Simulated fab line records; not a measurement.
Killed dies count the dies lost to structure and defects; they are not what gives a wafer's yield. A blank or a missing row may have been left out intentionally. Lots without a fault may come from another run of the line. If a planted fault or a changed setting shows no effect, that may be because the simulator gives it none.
Chamber matching | flow n5Finfet | 4 sister chambers for N5_STI_FIN_REVEAL_ALD_14 on aldSin-01
The step deposits Si3N4, target thk 3 nm. 4 wafers are shown with their chamber, then 10 later ones without.

EACH WAFER AND ITS CHAMBER
wafer  | chamber | heaterPowerW (W)
L083.6 | 3       | 897
L084.4 | 0       | 873
L088.3 | 2       | 760
L088.4 | 1       | 867

WAFERS WITH NO CHAMBER GIVEN
wafer  | heaterPowerW (W)
L088.5 | 884
L090.1 | 880
L090.4 | 908
L090.5 | 758
L093.3 | 778
L093.4 | 838
L093.6 | 883
L095.1 | 891
L095.4 | 887
L095.6 | 877

WHICH CHAMBER EACH WENT THROUGH
wafer  | from the rows above          | in truth
L088.5 | can't be placed: 0 or 3 or 1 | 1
L090.1 | can't be placed: 0 or 1 or 3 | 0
L090.4 | can't be placed: 3 or 0      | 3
L090.5 | 2                            | 2
L093.3 | 2                            | 2
L093.4 | can't be placed: 1 or 0      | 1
L093.6 | can't be placed: 0 or 3 or 1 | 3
L095.1 | can't be placed: 3 or 0 or 1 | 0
L095.4 | can't be placed: 3 or 0 or 1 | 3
L095.6 | can't be placed: 0 or 1 or 3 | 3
2 of 10 placed correctly. From these rows, 8 cannot be placed; in 8 the true chamber is one of the candidates. 0 placed wrongly.
How it was worked out, from the rows above alone: a wafer's distance from a chamber is the root of the sum, over the readings, of the square of ((its reading less the chamber's mean) divided by the reading's scatter). If the next closest chamber is less than 2 further off than the closest, the wafer can't be placed; otherwise it belongs to the closest. A chamber's mean is the mean of its shown wafers. The scatter: root of mean squared gap, hidden wafer to nearest shown wafer, with one shown wafer a chamber.
